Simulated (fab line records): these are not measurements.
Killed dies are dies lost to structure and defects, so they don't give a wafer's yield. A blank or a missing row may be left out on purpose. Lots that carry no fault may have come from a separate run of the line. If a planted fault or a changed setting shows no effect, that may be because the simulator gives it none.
fab line records    flow nandHarc
record: lots: 6  wafers: 16  lastDay: 33
route steps=1302 shown P_M2@330 END@1302
lots with no fault: from the same line, run without faults
startH: the number of hours between the record's first day and the start of the first shown wafer of the lot    waitH: how many hours have passed since the lot's step before this one    " the same as in the row above    L1.1+2: one row covering several wafers at once    - value missing, or start not given    * or withheld: withheld    < > ~ a bound
route shown NAME@n: names a module that has steps shown in the file, with the first one's number in the route    usual: mean/standard deviation taken from wafers without a fault    same: alike in all rows    chamber/n: place in a boat    sites: the reading at each site    _std_site: the values' standard deviation    _edge_site: inner sites' mean taken away from outer sites' mean    radiusMm: how far each site lies from the wafer's centre    mask NAME#n: copy n    behind: the most recent tool/chamber to have shaped the wafer    hold: the reason the lot was held/the length of the hold in hours/how it ended    device: transistor that didn't switch, given as n, p or np    end of line: at the end of the route, the tests of the same wafers    step lacking rows: just its recipe    killed: at the first sort, the dies lost to defects and structure; wafer yield is something else    map: a wafer's dies, marking killed ones x, the rest . and places with no die _
set.NAME: the setting as run; set.NAME@STEP: as run at that earlier step    model.NAME: the simulator's own value behind a step, which no gauge read
certain route steps with their lots: each step a table, each wafer a row
services: a tool's chamber out of use, with start hour (startH, from the record's first day; less than 0 if before it), hours out, and reason
== steps ==
step: NHARC_P_M2_INSPECT_11
usual: rawDefectCount: 5/3.5
lot.wafer  tool              chamber  startH  waitH  rawDefectCount
L351.1     defectInspect-02  -        123.89  0.0    3
L351.2     "                 -        "       "      3
L351.3     "                 -        "       "      8
L358.2     defectInspect-02  -        194.30  0.0    4
L358.4     "                 -        "       "      2
L358.6     "                 -        "       "      4
L369.5     defectInspect-02  -        312.24  0.0    6
L369.6     "                 -        "       "      11
L370.1     defectInspect-02  -        326.31  0.0    3
L370.3     "                 -        "       "      3
L372.2     defectInspect-01  -        334.11  0.0    12
L372.4     "                 -        "       "      12
L372.5     "                 -        "       "      15
L373.4     defectInspect-01  -        350.16  0.0    11
L373.5     "                 -        "       "      3
L373.6     "                 -        "       "      6
step: NHARC_P_M2_DESCUM_14
recipe: timeS: 3  o2FlowSccm: 200  arFlowSccm: 0  biasPowerW: 0  chemistry: O2
usual: drypumpMotorCurrentA: 5.7/0.4  oesProductAu: 0.999/0.0088  rfVppV: 57.5/0.9  showerheadPlenumPTorr: 1.88/0.091  throttleValvePct: 11.311/0.0098
same: timeS: 3
lot.wafer  tool        chamber  startH  waitH  drypumpMotorCurrentA  oesProductAu  rfHoursCounterH  rfVppV  showerheadPlenumPTorr  throttleValvePct
L351.1     rieDiel-06  3        123.95  0.1    5.8                   1.004         8.9              56.8    1.97                   11.296
L351.2     "           1        "       "      5.0                   1.009         8.6              57.2    1.94                   11.299
L351.3     "           2        "       "      5.8                   1.012         8.2              57.4    1.80                   11.311
L358.4     rieDiel-06  0        194.37  0.1    6.1                   1.011         1.6              58.8    1.89                   11.305
L358.2     "           1        "       "      5.0                   1.008         1.6              58.1    1.94                   11.316
L358.6     "           0        "       "      6.1                   1.014         -                58.8    1.89                   11.298
L369.5     rieDiel-11  0        312.33  0.1    5.9                   1.012         -                56.7    1.81                   11.319
L369.6     "           1        "       "      5.6                   0.997         -                56.9    1.91                   11.302
L370.1     rieDiel-06  3        326.39  0.1    5.8                   1.012         1.4              59.0    1.96                   11.317
L370.3     "           3        "       "      5.8                   1.005         -                56.2    1.96                   11.309
L372.2     rieDiel-12  2        334.19  0.1    6.0                   0.989         2.7              58.2    1.97                   11.315
L372.4     "           3        "       "      6.0                   0.990         -                56.5    1.81                   11.314
L372.5     "           0        "       "      5.7                   0.993         -                56.5    1.79                   11.311
L373.5     rieDiel-12  3        350.25  0.1    6.0                   0.988         -                55.3    1.81                   11.301
L373.6     "           0        "       "      5.7                   0.985         -                56.0    1.79                   11.318
L373.4     "           1        "       "      5.2                   1.000         -                57.6    2.05                   11.301
step: NHARC_P_M2_ETCH_35
recipe: targetDepthA: 400  overetchA: 120  timeS: 43.94  ionEnergyEv: 200  n2FlowSccm: 150  h2FlowSccm: 150  arFlowSccm: 0  rfW: 400  biasW: 150  chemistry: N2/H2
step: NHARC_P_M2_ETCH_15
recipe: targetDepthA: 1825  timeS: 91.2  c4f8FlowSccm: withheld  arFlowSccm: 400  rfW: 600  biasW: 300  chemistry: C4F8/Ar
step: NHARC_P_M2_CD_MEAS_16
usual: cdNm: 169.9/0.94
lot.wafer  tool      chamber  startH  waitH  cdNm
L351.1     cdSem-03  -        124.26  -      170.4
L351.2     "         -        "       "      170.5
L351.3     "         -        "       "      169.4
L358.2     cdSem-03  -        194.67  -      169.7
L358.4     "         -        "       "      167.5
L358.6     "         -        "       "      168.4
L369.5     cdSem-02  -        312.61  -      168.1
L369.6     "         -        "       "      168.6
L370.1     cdSem-03  -        326.81  0.2    171.0
L370.3     "         -        "       "      170.3
L372.2     cdSem-01  -        334.52  -      169.6
L372.4     "         -        "       "      170.4
L372.5     "         -        "       "      169.9
L373.4     cdSem-01  -        351.06  -      169.9
L373.5     "         -        "       "      171.6
L373.6     "         -        "       "      170.2
step: NHARC_P_M2_STRIP_18
recipe: powerW: 1000  n2FlowSccm: 150  h2FlowSccm: 150  arFlowSccm: 0  biasW: 0  chemistry: N2/H2
step: NHARC_P_M2_ETCH_28
recipe: targetDepthA: 300  overEtchFrac: 0.3  timeS: 72.99  ionEnergyEv: 150  cf4FlowSccm: 50  n2FlowSccm: 100  arFlowSccm: 150  rfW: 300  biasW: 100  chemistry: CF4/N2
usual: biasW: 100.0/0.3  cf4FlowSccm: 50.00/0.15  drypumpMotorCurrentA: 5.7/0.39  oesProductAu: 0.998/0.0094  rfVppV: 313.6/2.1  showerheadPlenumPTorr: 2.60/0.12  throttleValvePct: 19.795/0.0094
same: timeS: 72.99
lot.wafer  tool        chamber  startH  waitH  biasW  cf4FlowSccm  drypumpMotorCurrentA  oesProductAu  rfHoursCounterH  rfVppV  showerheadPlenumPTorr  throttleValvePct
L351.2     rieDiel-12  0        -       -      99.8   50.12        5.7                   0.999         1.2              311.4   2.47                   19.788
L351.3     "           1        "       "      99.7   49.91        5.2                   0.995         1.7              316.3   2.80                   19.776
L351.1     "           2        "       "      100.3  49.74        6.0                   0.992         1.9              316.3   2.71                   19.796
L358.4     rieDiel-11  3        -       -      100.4  50.09        4.9                   0.990         7.3              312.9   2.50                   19.805
L358.2     "           0        "       "      100.1  50.00        5.9                   0.988         6.7              312.1   2.49                   19.780
L358.6     "           2        "       "      99.7   49.97        6.3                   1.009         -                313.4   2.54                   19.782
L369.6     rieDiel-12  3        -       -      99.7   50.02        6.0                   0.988         -                311.1   2.49                   19.789
L369.5     "           0        "       "      99.6   49.93        5.7                   0.989         -                311.1   2.47                   19.800
L370.1     rieDiel-12  1        -       -      99.9   50.25        5.2                   0.994         2.3              316.0   2.80                   19.776
L370.3     "           2        "       "      99.6   49.96        6.0                   0.998         2.4              315.2   2.70                   19.801
L372.2     rieDiel-11  0        -       -      99.6   49.98        6.0                   1.003         3.8              312.8   2.49                   19.794
L372.4     "           1        "       "      100.5  49.90        5.6                   0.997         2.0              313.4   2.63                   19.780
L372.5     "           0        "       "      99.9   50.02        5.9                   0.995         -                313.0   2.49                   19.786
L373.4     rieDiel-11  2        -       -      99.7   50.05        6.3                   1.003         5.2              312.7   2.54                   19.804
L373.6     "           0        "       "      99.8   50.16        5.9                   0.997         -                312.6   2.49                   19.793
L373.5     "           1        "       "      100.3  50.00        5.6                   1.002         -                313.9   2.62                   19.803
step: NHARC_P_M2_STRIP_19
recipe: timeS: 600  tempC: 30  chemistry: postEtchResidueRemover
step: NHARC_P_M2_DEGAS_29
recipe: tempC: 250  timeS: 60
step: NHARC_P_M2_PRE_CLEAN_30
recipe: timeS: 30  tempC: 280  gas: H2/He
step: NHARC_P_M2_PVD_20
recipe: targetThkA: 50  biasV: 168.6  powerW: 15000  chamberPressurePa: 0.12  timeS: 8.06  substrateTempC: 50  material: TaN
usual: throttleValvePct: 29.9/1.2
same: timeS: 8.06
lot.wafer  tool           chamber  startH  waitH  throttleValvePct
L351.2     pvdSputter-02  -        -       -      30.7
L351.1     "              -        "       "      30.1
L351.3     "              -        "       "      27.2
L358.2     pvdSputter-01  -        -       -      31.2
L358.4     "              -        "       "      30.8
L358.6     "              -        "       "      29.0
L369.6     pvdSputter-03  -        -       -      30.0
L369.5     "              -        "       "      27.8
L370.1     pvdSputter-03  -        -       -      27.5
L370.3     "              -        "       "      30.3
L372.2     pvdSputter-01  -        -       -      30.6
L372.4     "              -        "       "      31.7
L372.5     "              -        "       "      28.7
L373.4     pvdSputter-01  -        -       -      30.5
L373.6     "              -        "       "      31.9
L373.5     "              -        "       "      28.8
step: NHARC_P_M2_PVD_21
recipe: targetThkA: 300  chamberPressurePa: 5  powerW: 5000  substrateTempC: 30  timeS: 20.49  material: Cu
usual: throttleValvePct: 29.9/1.2
same: timeS: 20.49
lot.wafer  tool           chamber  startH  waitH  throttleValvePct
L351.3     pvdSputter-02  -        -       -      30.7
L351.1     "              -        "       "      30.2
L351.2     "              -        "       "      29.3
L358.2     pvdSputter-01  -        -       -      28.8
L358.4     "              -        "       "      31.3
L358.6     "              -        "       "      28.6
L369.5     pvdSputter-03  -        -       -      30.2
L369.6     "              -        "       "      27.6
L370.1     pvdSputter-03  -        -       -      27.5
L370.3     "              -        "       "      29.9
L372.4     pvdSputter-01  -        -       -      30.3
L372.2     "              -        "       "      32.3
L372.5     "              -        "       "      28.7
L373.4     pvdSputter-01  -        -       -      31.9
L373.6     "              -        "       "      30.4
L373.5     "              -        "       "      31.8
step: NHARC_P_M2_ECD_22
recipe: targetThkA: 4000  bathTempC: 25  material: Cu
usual: bathTempC: 24.99/0.099
lot.wafer  tool      chamber  startH  waitH  bathTempC
L351.2     ecdCu-02  0        125.74  -      25.01
L351.1     "         1        "       "      24.97
L351.3     "         1        "       "      24.98
L358.2     ecdCu-01  0        195.79  -      25.01
L358.4     "         1        "       "      25.06
L358.6     "         0        "       "      25.16
L369.6     ecdCu-01  0        313.88  -      25.09
L369.5     "         1        "       "      24.97
L370.1     ecdCu-01  1        328.08  -      24.97
L370.3     "         1        "       "      25.06
L372.2     ecdCu-02  1        335.64  -      25.01
L372.4     "         0        "       "      25.10
L372.5     "         0        "       "      25.14
L373.4     ecdCu-02  0        352.27  -      25.11
L373.5     "         1        "       "      25.24
L373.6     "         0        "       "      25.16
step: NHARC_P_M2_ANNEAL_31
recipe: tempC: 225  timeS: 90
usual: wafer_temp_C_max: 226.5/0.35
same: timeS: 90
lot.wafer  tool          chamber  startH  waitH  wafer_temp_C_max
L351.1     rtpAnneal-01  0        126.20  -      226.5
L351.2     "             0        "       "      226.7
L351.3     "             0        "       "      226.6
L358.2     rtpAnneal-02  0        196.18  -      226.1
L358.4     "             0        "       "      227.1
L358.6     "             0        "       "      226.4
L369.5     rtpAnneal-01  0        314.26  -      225.7
L369.6     "             0        "       "      226.3
L370.1     rtpAnneal-02  0        328.50  -      226.4
L370.3     "             0        "       "      226.5
L372.2     rtpAnneal-02  0        336.03  0.3    226.5
L372.4     "             0        "       "      226.4
L372.5     "             0        "       "      226.4
L373.4     rtpAnneal-01  0        352.65  -      226.1
L373.5     "             0        "       "      226.9
L373.6     "             0        "       "      225.9
step: NHARC_P_M2_CMP_23
recipe: tOverpolishS: 20  targetThkNm: 144.3
usual: motorCurrentA: 12.1/1  timeToEndpointS: 29.2/2.4
same: tOverpolishS: 20
lot.wafer  tool    chamber  startH  waitH  motorCurrentA  timeToEndpointS
L351.1     cmp-02  0        126.55  -      12.6           30.3
L351.2     "       2        "       "      11.1           28.1
L351.3     "       3        "       "      13.7           30.9
L358.4     cmp-04  0        196.53  -      11.0           27.2
L358.2     "       1        "       "      12.2           27.9
L358.6     "       2        "       "      12.9           23.7
L369.5     cmp-04  3        314.51  -      10.7           26.8
L369.6     "       0        "       "      11.0           16.5
L370.1     cmp-01  3        328.85  -      11.7           14.0
L370.3     "       0        "       "      12.4           31.3
L372.4     cmp-02  2        336.32  -      11.0           24.2
L372.2     "       1        "       "      11.9           27.7
L372.5     "       2        "       "      12.3           28.9
L373.4     cmp-02  1        352.86  -      12.2           26.4
L373.5     "       0        "       "      13.2           28.6
L373.6     "       1        "       "      12.3           29.3
step: NHARC_P_M2_THK_MEAS_24
recipe: thkMeasGauge: xrf
usual: thkNm: 144.6/1.4
lot.wafer  tool          chamber  startH  waitH  thkNm
L351.1     filmMetro-01  -        126.86  -      144.7
L351.2     "             -        "       "      144.0
L351.3     "             -        "       "      143.4
L358.2     filmMetro-02  -        196.78  -      145.7
L358.4     "             -        "       "      144.3
L358.6     "             -        "       "      142.4
L369.5     filmMetro-01  -        314.71  -      142.3
L369.6     "             -        "       "      144.9
L370.1     filmMetro-01  -        329.16  -      144.8
L370.3     "             -        "       "      146.6
L372.2     filmMetro-01  -        336.64  -      143.7
L372.4     "             -        "       "      143.2
L372.5     "             -        "       "      144.6
L373.4     filmMetro-02  -        353.15  -      146.2
L373.5     "             -        "       "      144.2
L373.6     "             -        "       "      146.1
step: NHARC_END_SORT_01
recipe: tempC: 25
usual: defectLimitedYield: 91.6/2.8  killedAtArray: 52/18  killedAtOther: 0.6/0.83  killedAtPeriphery: 4.3/2.8  killedDies: 57/19  killedOpen: 3.4/2  killedShort: 2.5/1.7  sort_bin_2_pct: 3.0/1.1  sort_bin_3_pct: 0.6/0.41  sort_bin_4_pct: 4.7/1.6  sortNPass: 620/19  sortRimYieldPct: 91/3.7  sortYieldPct: 91.6/2.8
same: grossDies: 677  sort_bin_5_pct[%]: 0  sort_bin_6_pct[%]: 0  sort_bin_7_pct[%]: 0  sort_bin_8_pct[%]: 0  sortRimNGross: 106.00
lot.wafer  tool       chamber  startH  waitH  defectLimitedYield[%]  killedAtArray  killedAtOther  killedAtPeriphery  killedDies  killedOpen  killedShort  sort_bin_2_pct[%]  sort_bin_3_pct[%]  sort_bin_4_pct[%]  sortNPass  sortRimYieldPct[%]  sortYieldPct[%]
L358.2     prober-01  0        607.42  2.8    89.2                   67             0              6                  73          4           3            3.2                1.0                6.5                604        91                  89.2
L358.4     prober-01  0        609.05  3.4    92.6                   48             0              2                  50          2           0            2.2                0.4                4.7                627        95                  92.6
L358.6     prober-01  0        610.67  4.1    91.3                   56             1              2                  59          3           1            3.4                0.3                5.0                618        96                  91.3
killed by level:class
L358.2 A_CHANNEL_HOLE_D1:chamberFilmFlake=35 A_SLIT:chamberFilmFlake=8 A_CHANNEL_HOLE_D2:chamberFilmFlake=6 A_CONTACT:chamberFilmFlake=4 P_M1:chamberFilmFlake=3 A_ZERO_WELL:chamberFilmFlake=2 A_DECK1_JOINT:chamberFilmFlake=2 A_CHANNEL_FILL_D2:chamberFilmFlake=2
L358.4 A_CHANNEL_HOLE_D1:chamberFilmFlake=31 A_CHANNEL_HOLE_D2:chamberFilmFlake=6 A_SLIT:chamberFilmFlake=3 A_CONTACT:chamberFilmFlake=2 A_DECK1_JOINT:geometricParticle:open=1 A_M1:geometricParticle:open=1 P_GATE:chamberFilmFlake=1 P_M1:chamberFilmFlake=1
L358.6 A_CHANNEL_HOLE_D1:chamberFilmFlake=39 A_CHANNEL_HOLE_D2:chamberFilmFlake=9 A_ONON_D2:geometricParticle:open=2 A_SLIT:chamberFilmFlake=2 A_CONTACT:chamberFilmFlake=2 A_CHANNEL_HOLE_D1:geometricParticle:short=1 STARTING-WAFER:geometricParticle:open=1 P_STI:chamberFilmFlake=1
== services ==
tool           chamber  startH  hours  kind
rieDiel-12     0        102.85  5.5    repair
rieDiel-06     2        126.81  11.8   repair
rieDiel-06     -        130.92  9.0    pm
rieDiel-12     3        131.25  1.4    repair
cmp-02         -        134.66  4.0    pm
rieDiel-12     0        149.07  2.9    repair
rieDiel-12     3        160.57  3.1    repair
cmp-02         -        179.12  1.9    repair
ecdCu-02       -        181.36  6.2    repair
pvdSputter-01  -        209.65  0.5    repair
cmp-02         -        217.30  68.5   repair
pvdSputter-01  -        226.00  10.0   pm
rieDiel-12     2        232.34  4.2    repair
rieDiel-11     1        234.94  5.4    repair
ecdCu-02       -        244.00  8.0    pm
rieDiel-11     -        255.50  9.0    pm
rieDiel-12     -        268.40  9.0    pm
rieDiel-11     1        275.85  8.7    repair
rieDiel-11     2        302.48  3.4    repair
rieDiel-12     -        308.23  2.7    repair
cmp-02         -        317.82  3.9    repair
ecdCu-02       -        330.52  0.3    repair
rieDiel-12     1        333.85  8.8    repair
rieDiel-12     2        348.83  4.7    repair
== key ==
firstSign: step: NHARC_P_M2_CMP_23  reading: timeToEndpointS  direction: down  sigmas: 5.8  usual: *  struck: *
effect none on later readings
metAt NHARC_P_M2_ECD_22
struckWafers L369.6,L370.1
onsetBetween 195.79 313.88
fault: kind: processParameterDrift  tool: ecdCu-01  chamber: -  onsetH: 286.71  steps: NHARC_P_M2_ECD_22  channel: targetThkA  offset: *  shape: step  endH: 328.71  scope: struckWafersOnly  actsIn: *  stated: *
